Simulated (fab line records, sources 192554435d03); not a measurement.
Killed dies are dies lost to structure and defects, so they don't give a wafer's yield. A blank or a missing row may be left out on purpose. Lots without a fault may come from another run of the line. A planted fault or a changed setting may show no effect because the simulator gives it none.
Split-lot experiment | flow n5_finfet | 5 lots, 23 wafers read, on a route of 1938 steps

THE SPLIT
At N5_PASSIVATION_EXPOSE_07 (exposes mask TV, defocus 0 nm, target cd 3000 nm), the setting dose_mj was moved away from the recipe's 22.75 on 8 of the 23 wafers read, by -2.6% to +7.4%. The other wafers ran this setting at the recipe's value.

FROM THE SPLIT TO THE READING: what the file shows between them, 3 steps
- N5_PASSIVATION_PEB_08
- N5_PASSIVATION_DEVELOP_09: develop time 60 s
- N5_PASSIVATION_HARDBAKE_11: time 120 s

THE READING
cd_nm, in nm, at N5_PASSIVATION_CD_MEAS_10 (target cd 3000 nm). Fault-free wafers of this fab line usually give 3000.2 nm, standard deviation 2.2 nm.

wafer  | tool, chamber at the split | dose_mj as run | against the recipe | cd_nm, nm | against lot-mates on the recipe
L079.1 | krf_scanner-02, 0          | 23.57          | +3.6%              | 3004.0    | +5.8
L079.2 | krf_scanner-02, 0          | 23.57          | +3.6%              | 3004.0    | +5.8
L079.4 | krf_scanner-02, 0          | 22.75          | recipe             | 2996.9    | -
L079.5 | krf_scanner-02, 0          | 23.57          | +3.6%              | 3002.4    | +4.2
L079.6 | krf_scanner-02, 0          | 22.75          | recipe             | 2999.5    | -
L078.2 | krf_scanner-01, 0          | 22.75          | recipe             | 2994.1    | -
L078.3 | krf_scanner-01, 0          | 22.75          | recipe             | 3001.1    | -
L078.4 | krf_scanner-01, 0          | 22.75          | recipe             | 2999.8    | -
L078.5 | krf_scanner-01, 0          | 22.75          | recipe             | 3001.0    | -
L078.6 | krf_scanner-01, 0          | 22.75          | recipe             | 2996.7    | -
L080.1 | krf_scanner-01, 0          | 22.75          | recipe             | 2999.8    | -
L080.2 | krf_scanner-01, 0          | 22.75          | recipe             | 3000.9    | -
L080.3 | krf_scanner-01, 0          | 22.75          | recipe             | 3002.2    | -
L080.4 | krf_scanner-01, 0          | 22.16          | -2.6%              | 2996.5    | -4.5
L080.5 | krf_scanner-01, 0          | 22.16          | -2.6%              | 2992.9    | -8.1
L082.1 | krf_scanner-01, 0          | 22.75          | recipe             | 2997.2    | -
L082.4 | krf_scanner-01, 0          | 22.75          | recipe             | 2997.3    | -
L082.6 | krf_scanner-01, 0          | 22.75          | recipe             | 2999.4    | -
L091.2 | krf_scanner-02, 0          | 22.75          | recipe             | 3001.4    | -
L091.3 | krf_scanner-02, 0          | 24.43          | +7.4%              | 3015.8    | +12.4
L091.4 | krf_scanner-02, 0          | 24.43          | +7.4%              | 3019.6    | +16.2
L091.5 | krf_scanner-02, 0          | 24.43          | +7.4%              | 3016.9    | +13.5
L091.6 | krf_scanner-02, 0          | 22.75          | recipe             | 3005.4    | -

THE FIT
A straight line over all 23 wafers: cd_nm changes by +2.18 nm for each +1% of dose_mj; r = +0.91; the points scatter about the line by 2.9 nm.
The same after taking each lot's own level away (the mean of its wafers on the recipe; 23 wafers): +1.89 nm for each +1%; r = +0.94; scatter 1.9 nm.
On that fit, the largest move of dose_mj shifts the reading by 14 nm.
The lots' own levels span 2997.97 to 3003.40 nm, that is 2.5 times the standard deviation above.
So the lot-to-lot level changes the slope: the two fits differ.
Check: with one of the wafers moved furthest among these (+7.4%) left out of the fit, the line predicts +14.1 nm for it against its lot-mates. It came out at +12.4 nm against them.

OTHER SPLITS ON THESE WAFERS
These wafers also went through other splits before the reading. Each is held against what the fit with the lots' levels taken away leaves over:
other split on the same wafers | wafers away from the commonest value | r with cd_nm (lot level and that fit taken away)
N5_BEOL_M12_PEB_08 peb_time_s  | 10                                   | +0.04
N5_BEOL_M13_COAT_04 spin_rpm   | 9                                    | -0.06
N5_BEOL_M14_SPUTTER_43 power_w | 5                                    | +0.15
N5_BEOL_M14_DEP_53 time_s      | 8                                    | +0.05

THE WHOLE CHAIN: every reading that the file lists as answering this split, in the file's order
step                      | what it does             | reading                                                         | change (the file's fit)              | r (the file's)
N5_PASSIVATION_CD_MEAS_10 | target cd 3000 nm        | cd_nm                                                           | +1.87 nm for each +1% of the setting | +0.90
N5_PASSIVATION_DESCUM_12  | chemistry O2, time 7.9 s | TV_LITHO.cd_nm (the simulator's own value, which no gauge read) | +1.91 nm for each +1% of the setting | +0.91

THE FILE'S OWN FIT
cd_nm changes by +1.87 nm for each +1% of dose_mj, r = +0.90.
